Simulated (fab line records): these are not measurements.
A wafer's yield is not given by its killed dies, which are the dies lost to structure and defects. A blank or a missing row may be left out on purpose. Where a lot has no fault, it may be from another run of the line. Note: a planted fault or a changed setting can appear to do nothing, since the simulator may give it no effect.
fab line records	flow n5Finfet
[record] lots = 24	wafers = 72	lastDay = 19
route steps=1938 shown PMOS_HMC_CHANNEL_EPI@89 FIN_SAQP@94 FIN_CUT@174
lots untouched by any fault: they come from a run of this same line in which no faults occurred
startH: hours from the record's opening day to when the first of the lot's shown wafers began	waitH: hours from the lot's prior step to this one	" same as the row above	L1.1+2: several wafers, shown together as one row	- no value, or no start was given	* or withheld: withheld	< > ~ a bound
route shown NAME@n: NAME is a module with steps in the file, n the number in the route of the first one	usual: mean/standard deviation of fault-free wafers	same: alike in all rows	chamber/n: place in a boat	sites: readings site by site	_std_site: the standard deviation of these	_edge_site: inner sites' mean taken away from outer sites' mean	radiusMm: how far each site lies from the wafer's centre	mask NAME#n: copy n	behind: the tool/chamber that last shaped the wafer	hold: reason for holding the lot/hours on hold/outcome of the hold	device: the n, p or np transistor that did not switch	end of line: tests of these same wafers at the route's end	step lacking rows: just its recipe	killed: dies lost to structure and defects at the first sort, not the wafer's yield	map: a wafer's dies, marking killed ones x, the rest . and places with no die _
set.NAME: the run value of the setting; set.NAME@STEP: its run value at that earlier step	model.NAME: the simulator's own value behind a step, which no gauge read
steps of the route over a sample of lots; a table a step, a row a wafer
services: from which hour (startH, from the record's first day; less than 0 if before it) a tool's chamber was out of use, for how many hours, and why
[[steps]]
[step N5_PMOS_HMC_CHANNEL_EPI_INSPECT_30]
[recipe] inspectInstrument = darkfield	mode = postEpi
[usual] rawDefectCount = 19/6.6
lot.wafer	tool	chamber	startH	waitH	rawDefectCount
L074.2	defectInspect-01	-	21.00	0.0	17
L074.3	"	-	"	"	12
L074.6	"	-	"	"	20
L075.1	defectInspect-02	-	27.75	0.0	18
L075.2	"	-	"	"	10
L075.5	"	-	"	"	22
L076.2	defectInspect-01	-	32.65	0.0	9
L076.5	"	-	"	"	9
L076.6	"	-	"	"	9
L077.1	defectInspect-01	-	38.80	0.0	20
L077.5	"	-	"	"	14
L077.6	"	-	"	"	22
L078.1	defectInspect-01	-	44.93	0.0	21
L078.3	"	-	"	"	17
L078.6	"	-	"	"	13
L079.3	defectInspect-01	-	52.14	0.0	18
L079.4	"	-	"	"	17
L079.6	"	-	"	"	20
L080.3	defectInspect-02	-	56.51	0.0	24
L080.4	"	-	"	"	25
L080.5	"	-	"	"	20
L081.2	defectInspect-02	-	62.76	0.0	21
L081.4	"	-	"	"	19
L081.5	"	-	"	"	23
L082.1	defectInspect-01	-	68.34	0.0	13
L082.2	"	-	"	"	23
L082.5	"	-	"	"	27
L083.3	defectInspect-02	-	74.13	0.0	21
L083.5	"	-	"	"	28
L083.6	"	-	"	"	13
L084.2	defectInspect-02	-	79.74	0.0	21
L084.4	"	-	"	"	13
L084.6	"	-	"	"	34
L085.3	defectInspect-02	-	85.91	0.0	18
L085.4	"	-	"	"	18
L085.5	"	-	"	"	18
L086.3	defectInspect-02	-	92.03	0.0	16
L086.4	"	-	"	"	16
L086.6	"	-	"	"	16
L087.1	defectInspect-02	-	97.88	0.0	22
L087.2	"	-	"	"	31
L087.3	"	-	"	"	37
L088.1	defectInspect-01	-	103.86	0.0	30
L088.4	"	-	"	"	18
L088.6	"	-	"	"	16
L089.1	defectInspect-01	-	110.67	0.0	16
L089.2	"	-	"	"	15
L089.3	"	-	"	"	17
L090.3	defectInspect-02	-	116.34	0.0	12
L090.4	"	-	"	"	14
L090.6	"	-	"	"	25
L091.2	defectInspect-01	-	122.94	0.0	14
L091.4	"	-	"	"	14
L091.6	"	-	"	"	11
L092.4	defectInspect-01	-	128.78	0.0	11
L092.5	"	-	"	"	15
L092.6	"	-	"	"	13
L093.1	defectInspect-02	-	134.16	0.0	39
L093.5	"	-	"	"	22
L093.6	"	-	"	"	22
L094.2	defectInspect-02	-	140.09	0.0	25
L094.3	"	-	"	"	14
L094.6	"	-	"	"	40
L095.2	defectInspect-02	-	146.03	0.0	27
L095.3	"	-	"	"	37
L095.4	"	-	"	"	21
L096.1	defectInspect-02	-	152.92	0.0	20
L096.3	"	-	"	"	28
L096.5	"	-	"	"	20
L097.1	defectInspect-02	-	160.30	0.0	13
L097.2	"	-	"	"	17
L097.3	"	-	"	"	15
[step N5_FIN_SAQP_ALD_61]
[recipe] material = SiO2	targetThkA = 40	tempC = 300	aldPrecursorFamily = BDEAS	aldCoReactant = O2-plasma	pulseTimeS = 1	purgeTimeS = 2	coReactantPurgeTimeS = 2	aldCycles = 43	pressureTorr = 2
[usual] heaterPowerW = 463/39	precursorPulseHeightRel = 1.001/0.021
lot.wafer	tool	chamber	startH	waitH	heaterPowerW	precursorPulseHeightRel
L074.2	aldSin-03	2	21.12	0.0	434	1.032
L074.3	"	3	"	"	465	0.984
L074.6	"	1	"	"	431	0.965
L075.1	aldSin-04	2	27.88	0.0	571	0.998
L075.2	"	1	"	"	470	1.020
L075.5	"	3	"	"	434	1.007
L076.2	aldSin-01	1	32.78	0.0	468	1.017
L076.5	"	0	"	"	475	0.969
L076.6	"	1	"	"	478	0.981
L077.1	aldSin-04	2	39.03	0.1	591	1.023
L077.5	"	3	"	"	429	0.975
L077.6	"	0	"	"	404	0.991
L078.1	aldSin-01	1	45.05	0.0	475	0.982
L078.3	"	2	"	"	468	1.004
L078.6	"	1	"	"	487	1.008
L079.3	aldSin-03	3	52.27	0.0	467	1.017
L079.4	"	1	"	"	434	0.966
L079.6	"	3	"	"	478	0.973
L080.3	aldSin-01	0	56.65	0.0	481	0.996
L080.4	"	1	"	"	479	0.984
L080.5	"	3	"	"	464	0.974
L081.2	aldSin-01	1	62.90	0.0	462	1.014
L081.4	"	2	"	"	471	0.992
L081.5	"	0	"	"	475	1.005
L082.1	aldSin-03	3	68.46	0.0	463	1.000
L082.2	"	1	"	"	434	0.980
L082.5	"	1	"	"	445	1.010
L083.3	aldSin-01	2	74.88	0.7	460	0.993
L083.5	"	2	"	"	472	1.008
L083.6	"	1	"	"	473	1.037
L084.2	aldSin-04	1	79.86	0.0	491	1.032
L084.4	"	3	"	"	441	1.027
L084.6	"	0	"	"	401	1.022
L085.3	aldSin-03	2	86.03	0.0	445	1.014
L085.4	"	3	"	"	474	0.977
L085.5	"	1	"	"	438	0.991
L086.3	aldSin-04	3	92.16	0.0	454	1.023
L086.4	"	1	"	"	483	0.994
L086.6	"	1	"	"	473	1.010
L087.1	aldSin-01	1	98.00	0.0	481	0.970
L087.2	"	2	"	"	463	1.044
L087.3	"	0	"	"	476	1.002
L088.1	aldSin-04	0	103.98	0.0	412	1.001
L088.4	"	2	"	"	591	1.034
L088.6	"	0	"	"	417	0.971
L089.1	aldSin-04	2	110.80	0.0	593	1.058
L089.2	"	3	"	"	448	0.985
L089.3	"	0	"	"	397	1.036
L090.3	aldSin-03	1	117.25	0.8	446	1.010
L090.4	"	3	"	"	494	1.031
L090.6	"	2	"	"	438	1.017
L091.2	aldSin-04	1	123.06	0.0	483	0.996
L091.4	"	3	"	"	450	0.981
L091.6	"	3	"	"	437	1.025
L092.4	aldSin-01	3	128.90	0.0	460	1.004
L092.5	"	0	"	"	486	0.999
L092.6	"	1	"	"	465	1.018
L093.1	aldSin-01	0	134.80	0.5	483	0.955
L093.5	"	2	"	"	472	0.993
L093.6	"	3	"	"	468	1.000
L094.2	aldSin-01	3	140.21	0.0	457	1.010
L094.3	"	0	"	"	468	0.999
L094.6	"	1	"	"	485	1.002
L095.2	aldSin-03	3	146.24	0.1	472	0.993
L095.3	"	0	"	"	433	0.998
L095.4	"	1	"	"	441	1.009
L096.1	aldSin-03	1	153.11	0.0	438	1.031
L096.3	"	2	"	"	443	1.011
L096.5	"	0	"	"	438	1.025
L097.1	aldSin-03	1	160.42	0.0	431	1.029
L097.2	"	0	"	"	438	1.029
L097.3	"	2	"	"	440	0.987
[step N5_FIN_SAQP_THK_MEAS_05]
[usual] thkNm = 37.9/0.52
lot.wafer	tool	chamber	startH	waitH	thkNm
L074.2	filmMetro-02	-	21.69	0.1	37.7
L074.3	"	-	"	"	38.0
L074.6	"	-	"	"	38.2
L075.1	filmMetro-02	-	28.42	0.1	37.5
L075.2	"	-	"	"	37.3
L075.5	"	-	"	"	37.3
L076.2	filmMetro-01	-	33.62	0.1	37.7
L076.5	"	-	"	"	38.1
L076.6	"	-	"	"	38.5
L077.1	filmMetro-01	-	39.55	0.1	37.8
L077.5	"	-	"	"	37.9
L077.6	"	-	"	"	38.2
L078.1	filmMetro-02	-	45.73	0.1	38.0
L078.3	"	-	"	"	37.8
L078.6	"	-	"	"	37.7
L079.3	filmMetro-02	-	53.03	0.1	37.6
L079.4	"	-	"	"	38.7
L079.6	"	-	"	"	37.9
L080.3	filmMetro-02	-	57.15	0.1	37.1
L080.4	"	-	"	"	37.6
L080.5	"	-	"	"	37.9
L081.2	filmMetro-01	-	63.49	0.1	38.6
L081.4	"	-	"	"	38.9
L081.5	"	-	"	"	38.3
L082.1	filmMetro-02	-	68.97	0.1	37.6
L082.2	"	-	"	"	36.9
L082.5	"	-	"	"	38.0
L083.3	filmMetro-02	-	75.40	0.1	37.5
L083.5	"	-	"	"	37.6
L083.6	"	-	"	"	38.1
L084.2	filmMetro-02	-	80.36	0.1	37.2
L084.4	"	-	"	"	37.7
L084.6	"	-	"	"	38.9
L085.3	filmMetro-02	-	86.60	0.1	37.8
L085.4	"	-	"	"	38.7
L085.5	"	-	"	"	38.3
L086.3	filmMetro-01	-	92.66	0.1	37.8
L086.4	"	-	"	"	38.4
L086.6	"	-	"	"	37.5
L087.1	filmMetro-01	-	98.52	0.1	37.8
L087.2	"	-	"	"	37.1
L087.3	"	-	"	"	37.6
L088.1	filmMetro-01	-	104.49	0.1	37.2
L088.4	"	-	"	"	37.9
L088.6	"	-	"	"	38.7
L089.1	filmMetro-02	-	111.42	0.1	37.9
L089.2	"	-	"	"	37.7
L089.3	"	-	"	"	38.4
L090.3	filmMetro-02	-	117.75	0.1	36.8
L090.4	"	-	"	"	38.1
L090.6	"	-	"	"	37.9
L091.2	filmMetro-02	-	123.73	0.1	37.7
L091.4	"	-	"	"	38.6
L091.6	"	-	"	"	38.1
L092.4	filmMetro-02	-	129.42	0.0	38.9
L092.5	"	-	"	"	38.3
L092.6	"	-	"	"	38.2
L093.1	filmMetro-01	-	135.31	0.1	37.9
L093.5	"	-	"	"	38.5
L093.6	"	-	"	"	38.4
L094.2	filmMetro-02	-	140.72	0.1	38.3
L094.3	"	-	"	"	38.0
L094.6	"	-	"	"	38.6
L095.2	filmMetro-01	-	146.74	0.1	37.5
L095.3	"	-	"	"	38.3
L095.4	"	-	"	"	38.1
L096.1	filmMetro-02	-	153.70	0.1	37.2
L096.3	"	-	"	"	37.3
L096.5	"	-	"	"	38.3
L097.1	filmMetro-02	-	160.93	0.1	37.5
L097.2	"	-	"	"	37.5
L097.3	"	-	"	"	38.2
[step N5_FIN_SAQP_RECESS_71]
[recipe] chemistry = HF/NH3	target = SiO2	targetDepthA = 30	afsCycles = 1	tempC = 30	sublimationTempC = 180	sublimationTimeS = 60
[usual] drypumpMotorCurrentA = 5.04/0.26
lot.wafer	tool	chamber	startH	waitH	drypumpMotorCurrentA
L074.2	vaporEtch-02	0	25.83	0.0	4.84
L074.3	"	0	"	"	4.83
L074.6	"	1	"	"	5.51
L075.1	vaporEtch-01	0	32.01	0.0	5.08
L075.2	"	1	"	"	4.80
L075.5	"	1	"	"	4.81
L076.2	vaporEtch-02	0	38.02	0.0	4.83
L076.5	"	0	"	"	4.84
L076.6	"	1	"	"	5.51
L077.1	vaporEtch-02	1	43.51	0.0	5.49
L077.5	"	1	"	"	5.48
L077.6	"	0	"	"	4.84
L078.1	vaporEtch-01	1	49.42	0.0	4.81
L078.3	"	0	"	"	5.06
L078.6	"	0	"	"	5.10
L079.3	vaporEtch-01	1	56.87	0.1	4.79
L079.4	"	0	"	"	5.08
L079.6	"	0	"	"	5.07
L080.3	vaporEtch-01	1	60.96	0.1	4.80
L080.4	"	0	"	"	5.04
L080.5	"	1	"	"	4.82
L081.2	vaporEtch-01	1	67.22	0.0	4.81
L081.4	"	1	"	"	4.81
L081.5	"	0	"	"	5.09
L082.1	vaporEtch-01	1	73.04	0.0	4.81
L082.2	"	0	"	"	5.09
L082.5	"	1	"	"	4.81
L083.3	vaporEtch-02	1	79.04	0.1	5.54
L083.5	"	0	"	"	4.85
L083.6	"	1	"	"	5.52
L084.2	vaporEtch-02	0	84.42	0.0	4.84
L084.4	"	1	"	"	5.52
L084.6	"	0	"	"	4.84
L085.3	vaporEtch-01	1	90.98	0.1	4.79
L085.4	"	0	"	"	5.10
L085.5	"	0	"	"	5.10
L086.3	vaporEtch-02	0	97.17	0.1	4.84
L086.4	"	1	"	"	5.53
L086.6	"	1	"	"	5.52
L087.1	vaporEtch-01	1	102.79	0.1	4.82
L087.2	"	0	"	"	5.07
L087.3	"	0	"	"	5.08
L088.1	vaporEtch-01	1	109.59	0.0	4.81
L088.4	"	1	"	"	4.81
L088.6	"	0	"	"	5.10
L089.1	vaporEtch-02	0	115.00	0.0	4.85
L089.2	"	1	"	"	5.49
L089.3	"	1	"	"	5.48
L090.3	vaporEtch-01	0	122.17	0.1	5.07
L090.4	"	1	"	"	4.82
L090.6	"	0	"	"	5.08
L091.2	vaporEtch-01	1	128.37	0.0	4.80
L091.4	"	0	"	"	5.08
L091.6	"	0	"	"	5.07
L092.4	vaporEtch-02	1	133.84	0.1	5.48
L092.5	"	0	"	"	4.83
L092.6	"	1	"	"	5.49
L093.1	vaporEtch-01	0	140.23	0.0	5.07
L093.5	"	1	"	"	4.79
L093.6	"	0	"	"	5.08
L094.2	vaporEtch-01	0	144.47	0.0	5.09
L094.3	"	0	"	"	5.08
L094.6	"	1	"	"	4.79
L095.2	vaporEtch-02	0	150.71	0.0	4.86
L095.3	"	0	"	"	4.84
L095.4	"	1	"	"	5.49
L096.1	vaporEtch-02	0	157.55	0.0	4.84
L096.3	"	0	"	"	4.86
L096.5	"	0	"	"	4.83
L097.1	vaporEtch-01	0	165.74	0.0	5.09
L097.2	"	1	"	"	4.78
L097.3	"	0	"	"	5.11
[step N5_FIN_SAQP_SPACER2_ALD_28]
[recipe] material = SiO2	targetThkA = 81	tempC = 300	aldPrecursorFamily = BDEAS	aldCoReactant = O2-plasma	pulseTimeS = 1	purgeTimeS = 2	coReactantPurgeTimeS = 2	pressureTorr = 2
[usual] heaterPowerW = 470/48	precursorPulseHeightRel = 1.002/0.021
lot.wafer	tool	chamber	startH	waitH	heaterPowerW	precursorPulseHeightRel
L074.2	aldSin-01	0	25.98	0.1	475	1.009
L074.3	"	3	"	"	461	1.022
L074.6	"	1	"	"	472	0.986
L075.1	aldSin-04	0	32.15	0.1	408	1.006
L075.2	"	3	"	"	443	1.002
L075.5	"	1	"	"	480	0.974
L076.2	aldSin-04	3	38.17	0.1	443	1.040
L076.5	"	0	"	"	407	0.999
L076.6	"	3	"	"	437	0.984
L077.1	aldSin-01	3	43.65	0.1	465	0.985
L077.5	"	2	"	"	468	0.997
L077.6	"	1	"	"	485	1.020
L078.1	aldSin-01	1	49.56	0.1	471	1.015
L078.3	"	2	"	"	468	1.032
L078.6	"	2	"	"	474	0.986
L079.3	aldSin-04	2	56.97	0.1	583	1.018
L079.4	"	0	"	"	403	0.964
L079.6	"	0	"	"	411	0.988
L080.3	aldSin-04	0	61.07	0.1	402	1.017
L080.4	"	3	"	"	447	1.026
L080.5	"	1	"	"	476	0.988
L081.2	aldSin-01	2	67.36	0.1	472	1.003
L081.4	"	0	"	"	467	1.000
L081.5	"	1	"	"	478	0.999
L082.1	aldSin-03	2	74.26	1.2	425	1.007
L082.2	"	3	"	"	475	0.959
L082.5	"	2	"	"	441	0.995
L083.3	aldSin-04	1	79.15	0.1	469	1.001
L083.5	"	3	"	"	441	1.021
L083.6	"	0	"	"	406	1.029
L084.2	aldSin-03	3	84.57	0.1	474	1.011
L084.4	"	2	"	"	441	1.026
L084.6	"	0	"	"	440	1.005
L085.3	aldSin-04	1	91.55	0.5	477	0.991
L085.4	"	3	"	"	453	0.993
L085.5	"	1	"	"	486	0.984
L086.3	aldSin-04	2	97.27	0.1	588	1.010
L086.4	"	3	"	"	443	1.009
L086.6	"	0	"	"	416	1.014
L087.1	aldSin-04	1	102.93	0.1	481	1.009
L087.2	"	0	"	"	406	0.984
L087.3	"	2	"	"	587	1.018
L088.1	aldSin-04	0	109.73	0.1	421	1.004
L088.4	"	1	"	"	491	1.029
L088.6	"	1	"	"	476	0.986
L089.1	aldSin-01	1	115.14	0.1	479	1.034
L089.2	"	3	"	"	461	0.961
L089.3	"	0	"	"	493	1.011
L090.3	aldSin-04	2	122.27	0.1	591	1.037
L090.4	"	3	"	"	442	0.989
L090.6	"	1	"	"	475	0.980
L091.2	aldSin-01	2	128.52	0.1	471	0.987
L091.4	"	0	"	"	491	0.971
L091.6	"	2	"	"	479	0.985
L092.4	aldSin-01	3	134.50	0.6	467	1.012
L092.5	"	1	"	"	476	1.007
L092.6	"	2	"	"	471	1.000
L093.1	aldSin-03	2	140.38	0.1	449	0.968
L093.5	"	0	"	"	444	1.000
L093.6	"	3	"	"	479	1.012
L094.2	aldSin-01	1	144.61	0.1	482	0.980
L094.3	"	2	"	"	466	0.963
L094.6	"	2	"	"	470	0.998
L095.2	aldSin-04	1	150.85	0.1	479	1.001
L095.3	"	0	"	"	408	0.986
L095.4	"	2	"	"	592	1.018
L096.1	aldSin-01	3	157.69	0.1	462	1.006
L096.3	"	1	"	"	479	0.981
L096.5	"	3	"	"	450	1.002
L097.1	aldSin-03	2	165.88	0.1	437	0.997
L097.2	"	1	"	"	442	1.013
L097.3	"	3	"	"	482	1.003
[step N5_FIN_CUT_CUT_ETCH_27]
[recipe] chemistry = CHF3/O2	target = SiO2	targetDepthA = 40	maskMaterial = SOC	overetchA = 20	timeS = 4.9	pressureMtorr = 30	sourceW = 650	biasW = 170	Ar_flow_sccm = 200	CHF3_flow_sccm = 50	O2_flow_sccm = 5	ionEnergyEv = 200
[usual] drypumpMotorCurrentA = 5.8/0.5	oes_o_777_au = 0.77/0.083	oesProductAu = 0.61/0.066	rfVppV = 520/7.6	showerheadPlenumPTorr = 2.41/0.063	throttleValvePct = 18.82/0.29
[same] timeS = 4.9
lot.wafer	tool	chamber	startH	waitH	drypumpMotorCurrentA	oes_o_777_au	oesProductAu	rfHoursCounterH	rfVppV	showerheadPlenumPTorr	throttleValvePct
L074.2	rieDiel-02	2	28.11	0.0	6.4	0.71	0.58	209	521	2.38	19.14
L074.3	"	3	"	"	6.2	0.73	0.58	171	530	2.32	18.94
L074.6	"	3	"	"	6.2	0.73	0.57	-	530	2.32	18.94
L075.1	rieDiel-01	2	34.55	0.0	5.7	0.66	0.52	254	524	2.47	19.03
L075.2	"	3	"	"	5.4	0.74	0.56	206	536	2.39	18.75
L075.5	"	3	"	"	5.4	0.74	0.56	-	536	2.39	18.76
L076.2	rieDiel-03	3	40.38	0.0	6.6	0.70	0.55	230	515	2.49	18.88
L076.5	"	3	"	"	6.6	0.70	0.55	-	516	2.49	18.88
L076.6	"	2	"	"	5.8	0.79	0.61	-	515	2.44	18.62
L077.1	rieDiel-02	1	45.81	0.0	5.2	0.73	0.58	173	510	2.33	19.22
L077.5	"	0	"	"	5.6	0.69	0.55	-	514	2.39	19.00
L077.6	"	3	"	"	6.2	0.72	0.57	-	532	2.32	18.94
L078.1	rieDiel-02	3	51.71	0.0	6.2	0.72	0.57	178	532	2.32	18.94
L078.3	"	1	"	"	5.2	0.72	0.58	175	509	2.33	19.21
L078.6	"	3	"	"	6.2	0.72	0.56	-	529	2.32	18.95
L079.3	rieDiel-03	1	58.99	0.0	6.0	0.76	0.60	135	516	2.51	19.23
L079.4	"	0	"	"	4.9	0.83	0.65	99	523	2.43	18.49
L079.6	"	2	"	"	5.7	0.78	0.62	-	516	2.43	18.63
L080.3	rieDiel-03	2	63.22	0.0	5.8	0.78	0.60	108	516	2.43	18.63
L080.4	"	3	"	"	6.6	0.70	0.55	235	516	2.48	18.91
L080.5	"	3	"	"	6.6	0.70	0.54	-	516	2.48	18.88
L081.2	rieDiel-02	3	69.45	0.0	6.2	0.72	0.57	183	531	2.32	18.97
L081.4	"	0	"	"	5.6	0.69	0.54	238	514	2.38	19.01
L081.5	"	3	"	"	6.2	0.72	0.56	-	531	2.32	18.95
L082.1	rieDiel-01	0	76.50	0.0	6.4	0.85	0.68	67	516	2.43	18.47
L082.2	"	2	"	"	5.7	0.93	0.74	3	526	2.46	18.61
L082.5	"	3	"	"	5.4	0.73	0.56	-	536	2.39	18.77
L083.3	rieDiel-02	2	81.17	0.0	6.4	0.70	0.56	225	520	2.38	19.16
L083.5	"	2	"	"	6.3	0.69	0.56	-	521	2.38	19.15
L083.6	"	1	"	"	5.2	0.72	0.58	-	510	2.33	19.23
L084.2	rieDiel-03	1	87.34	0.0	6.1	0.75	0.60	143	513	2.50	19.21
L084.4	"	2	"	"	5.8	0.77	0.60	115	517	2.43	18.66
L084.6	"	0	"	"	4.9	0.81	0.64	-	523	2.43	18.51
L085.3	rieDiel-02	2	93.69	0.0	6.4	0.70	0.56	229	520	2.37	19.16
L085.4	"	1	"	"	5.2	0.72	0.58	188	509	2.32	19.24
L085.5	"	3	"	"	6.2	0.71	0.56	-	530	2.31	18.97
L086.3	rieDiel-01	2	99.31	0.0	5.7	0.90	0.72	12	525	2.46	18.63
L086.4	"	2	"	"	5.7	0.91	0.72	-	527	2.46	18.63
L086.6	"	0	"	"	6.4	0.84	0.68	-	516	2.43	18.49
L087.1	rieDiel-03	3	104.96	0.0	6.6	0.69	0.54	249	516	2.48	18.91
L087.2	"	2	"	"	5.8	0.77	0.60	120	515	2.43	18.66
L087.3	"	0	"	"	4.9	0.81	0.64	113	522	2.43	18.53
L088.1	rieDiel-03	0	112.17	0.0	4.9	0.81	0.63	115	523	2.43	18.52
L088.4	"	2	"	"	5.8	0.77	0.60	-	513	2.43	18.65
L088.6	"	1	"	"	6.0	0.75	0.59	-	513	2.50	19.23
L089.1	rieDiel-03	2	117.53	0.0	5.9	0.76	0.59	125	516	2.43	18.65
L089.2	"	0	"	"	4.9	0.81	0.63	117	523	2.43	18.51
L089.3	"	1	"	"	6.0	0.74	0.59	152	513	2.50	19.25
L090.3	rieDiel-01	1	124.47	0.0	5.8	0.96	0.74	15	512	2.55	18.21
L090.4	"	2	"	"	5.7	0.89	0.70	21	526	2.46	18.65
L090.6	"	1	"	"	5.8	0.96	0.73	-	511	2.55	18.19
L091.2	rieDiel-02	0	130.79	0.0	5.6	0.96	0.78	1	515	2.38	18.68
L091.4	"	2	"	"	6.4	0.68	0.56	243	520	2.37	19.18
L091.6	"	3	"	"	6.2	0.70	0.55	-	531	2.31	18.98
L092.4	rieDiel-02	1	136.59	0.0	5.2	0.71	0.56	204	509	2.32	19.27
L092.5	"	0	"	"	5.6	0.95	0.77	-	514	2.38	18.66
L092.6	"	1	"	"	5.2	0.71	0.56	-	509	2.32	19.25
L093.1	rieDiel-02	2	142.77	0.0	6.4	0.68	0.55	247	521	2.37	19.20
L093.5	"	2	"	"	6.4	0.69	0.55	-	520	2.37	19.20
L093.6	"	1	"	"	5.2	0.70	0.56	-	509	2.32	19.28
L094.2	rieDiel-03	0	147.86	0.6	4.9	0.80	0.62	127	522	2.42	18.53
L094.3	"	3	"	"	6.6	0.94	0.74	9	516	2.47	18.59
L094.6	"	3	"	"	6.7	0.94	0.73	-	516	2.47	18.58
L095.2	rieDiel-01	3	153.15	0.0	5.4	0.71	0.54	246	537	2.38	18.83
L095.3	"	0	"	"	6.5	0.82	0.66	93	516	2.42	18.52
L095.4	"	2	"	"	5.7	0.86	0.69	30	526	2.45	18.65
L096.1	rieDiel-01	0	159.70	0.0	6.5	0.82	0.66	95	516	2.42	18.53
L096.3	"	2	"	"	5.7	0.86	0.69	32	526	2.45	18.65
L096.5	"	2	"	"	5.7	0.86	0.69	-	527	2.45	18.67
L097.1	rieDiel-01	2	168.14	0.0	5.7	0.86	0.69	34	526	2.45	18.66
L097.2	"	0	"	"	6.4	0.82	0.66	97	515	2.42	18.52
L097.3	"	1	"	"	5.8	0.93	0.72	28	513	2.55	18.22
[[services]]
tool	chamber	startH	hours	kind
aldSin-01	-	6.64	1.5	repair
aldSin-03	0	9.11	-	clean
aldSin-03	1	9.11	-	clean
aldSin-03	2	9.11	-	clean
aldSin-03	3	9.11	-	clean
aldSin-04	0	10.50	18.4	repair
rieDiel-01	0	13.24	2.6	repair
rieDiel-02	-	28.76	0.9	repair
aldSin-03	2	44.52	3.6	repair
rieDiel-03	1	55.48	3.0	repair
rieDiel-01	1	74.60	31.8	repair
rieDiel-02	0	105.21	-	clean
rieDiel-02	0	105.21	-	consumableReplace:focusRing
rieDiel-02	0	105.21	21.7	scheduledDown
rieDiel-02	0	105.21	21.7	ventCycle
aldSin-03	0	108.21	10.9	repair
rieDiel-03	3	108.72	-	clean
rieDiel-03	3	108.72	-	consumableReplace:focusRing
aldSin-04	-	111.52	0.6	repair
aldSin-04	1	117.69	4.4	repair
rieDiel-02	2	152.47	-	clean
rieDiel-02	2	152.47	-	consumableReplace:focusRing
aldSin-01	2	154.61	3.5	repair
aldSin-03	3	157.48	4.7	repair
[[key]]
fault none
